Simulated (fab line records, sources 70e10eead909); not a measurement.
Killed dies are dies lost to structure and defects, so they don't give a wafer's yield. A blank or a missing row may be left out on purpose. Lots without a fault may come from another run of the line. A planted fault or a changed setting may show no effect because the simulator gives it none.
A struck lot beside a sound one | flow nand_harc | 44 steps out of a route of 1159
Sound: wafers L173.1, L173.2, L173.3. Struck: wafers L187.2, L187.4, L187.5. The cause comes at the end.
At each step with rows: each side's tool, then ch and its chambers, then its first start. Under that, the readings that differ: sound wafers | struck wafers | difference of the means | sigmas: that difference in standard deviations of wafers without a fault.
alike: readings whose means differ by less than 2 such deviations, and words and numbers that are the same on both sides. not compared: withheld readings, readings that some wafer has no value for, bounds like >300 that may hide the same value, and numbers for which the record gives no deviation and whose values overlap.
The two part at a step that has a row with sigmas, a row that says differs or no value, or rows on one side only. Numbers that don't overlap but have no deviation are shown without sigmas and don't part them. A reading that every wafer of one side lacks parts them only if that side has two wafers or more.

first, 1 step without rows for these wafers: NHARC_P_STI_ANNEAL_34 (time 1800 s).
NHARC_P_STI_CMP_21: polishes, t overpolish 20 s, target thk 380.67 nm.
  sound on cmp-04 ch 0,1,2, day 3 18:23; struck on cmp-02 ch 0,1,3, day 7 03:31
  alike: motor_current_A, overpolish_run_s
then, 7 steps without rows for these wafers: NHARC_P_STI_SRD_35; NHARC_P_STI_ETCH_36 (etches SiO2 in dHF, target depth 38.8 nm); NHARC_P_STI_STRIP_24 (strips Si3N4 in H3PO4); NHARC_P_STI_ETCH_37 (etches SiO2 in dHF, target depth 11 nm); NHARC_P_STI_PRECLEAN_38 (cleans in SC1); NHARC_P_STI_SRD_39; NHARC_P_STI_OXIDE_40 (material SiO2, target thk 10 nm, ox time 1362 s).
NHARC_P_STI_INSPECT_25:
  sound on defect_inspect-02, day 4 06:12; struck on defect_inspect-02, day 7 15:19
  alike: raw_defect_count
then, 1 step without rows for these wafers: NHARC_P_GATE_ETCH_69 (etches SiO2 in dHF, target depth 14 nm).
NHARC_P_GATE_PRECLEAN_70: cleans in SC1.
  sound on wet_bench-09 ch 3,4,5, day 4 06:21; struck on wet_bench-03 ch 0,1,2, day 7 15:27
then, 10 steps without rows for these wafers: NHARC_P_GATE_SRD_01; NHARC_P_GATE_OXIDE_02 (material SiO2, target thk 37.5 nm, ox time 365 s); NHARC_P_GATE_DEHYDRATE_03 (time 120 s); NHARC_P_GATE_HMDS_04 (time 30 s); NHARC_P_GATE_COAT_05; NHARC_P_GATE_SOFTBAKE_06 (time 95 s); NHARC_P_GATE_EBR_07; NHARC_P_GATE_EXPOSE_08 (exposes mask P HV); NHARC_P_GATE_PEB_09 (peb time 85 s); NHARC_P_GATE_DEVELOP_10 (time 70 s).
NHARC_P_GATE_CD_MEAS_11: target cd 1640 nm.
  sound on cd_sem-02 ch 0, day 4 14:31; struck on cd_sem-01 ch 0, day 7 23:35
  alike: cd_nm
then, 1 step without rows for these wafers: NHARC_P_GATE_HARDBAKE_12 (time 80 s).
NHARC_P_GATE_DESCUM_13: chemistry O2, time 3 s.
  sound on rie_diel-04 ch 0,1,2, day 4 14:40; struck on rie_diel-04 ch 0,2,3, day 7 23:46
  alike: drypump_motor_current_A, oes_product_au, rf_vpp_V, showerhead_plenum_p_Torr, throttle_valve_pct
  not compared: rf_hours_counter_h
then, 6 steps without rows for these wafers: NHARC_P_GATE_ETCH_14 (etches SiO2 in dHF, target depth 48.8 nm); NHARC_P_GATE_STRIP_15 (strips in SPM, time 780 s); NHARC_P_GATE_PRECLEAN_71 (cleans in SC1); NHARC_P_GATE_SRD_72; NHARC_P_GATE_OXIDE_16 (material SiO2, target thk 3 nm, ox time 392 s); NHARC_P_GATE_CVD_17 (deposits poly-Si, target thk 150 nm, time 900 s).
NHARC_P_GATE_HM_DEP_102: deposits aC, target thk 120 nm.
  sound on acl_dep-02 ch 0, day 5 03:56; struck on acl_dep-03 ch 0, day 8 15:13
  alike: throttle_valve_pct
NHARC_P_GATE_DEP_103: deposits SiON, target thk 30 nm.
  sound on pecvd-03 ch 0,1,2, day 5 04:35; struck on pecvd-02 ch 1,2, day 8 15:50
  alike: heater_power_w
then, 8 steps without rows for these wafers: NHARC_P_GATE_DEHYDRATE_18 (time 120 s); NHARC_P_GATE_HMDS_19 (time 30 s); NHARC_P_GATE_COAT_20 (resist thk 90 nm); NHARC_P_GATE_SOFTBAKE_21 (time 55 s); NHARC_P_GATE_EBR_22; NHARC_P_GATE_EXPOSE_23 (exposes mask P GATE, target cd 120 nm); NHARC_P_GATE_PEB_24 (peb time 65 s); NHARC_P_GATE_DEVELOP_25 (develop time 35 s).
-- the record jumps here: 13 days lie between the struck wafers' starts before and after (it left off in module P_GATE and takes up again in module A_BLC, whose first step shown is number 977 of the route) --
NHARC_A_BLC_DESCUM_15: chemistry O2, time 3 s.
  sound on rie_diel-11 ch 0,1,3, day 17 16:55; struck on rie_diel-11 ch 1,3, day 21 17:08
  reading                | sound             | struck            | difference | sigmas
  model.A_BLC.cd_nm (nm) | 100.1 99.01 100.1 | 93.85 95.29 94.49 | -5.19      |
  alike: drypump_motor_current_A, oes_product_au, rf_vpp_V, showerhead_plenum_p_Torr, throttle_valve_pct
  not compared: rf_hours_counter_h
NHARC_A_BLC_ETCH_18: etches the open film in C4F8/O2/Ar, target depth 910 nm.
  sound on rie_diel-11 ch 0,1,3; struck on rie_diel-11 ch 1,3
  reading                | sound             | struck            | difference | sigmas
  model.A_BLC.cd_nm (nm) | 102.5 101.5 98.68 | 94.06 94.62 97.28 | -5.57      |
  alike: oes_product_au, rf_vpp_V
  not compared: rf_hours_counter_h
then, 1 step without rows for these wafers: NHARC_END_SORT_01.

WHERE THEY PART
Nowhere in this record.

WHY: what the simulator had put in
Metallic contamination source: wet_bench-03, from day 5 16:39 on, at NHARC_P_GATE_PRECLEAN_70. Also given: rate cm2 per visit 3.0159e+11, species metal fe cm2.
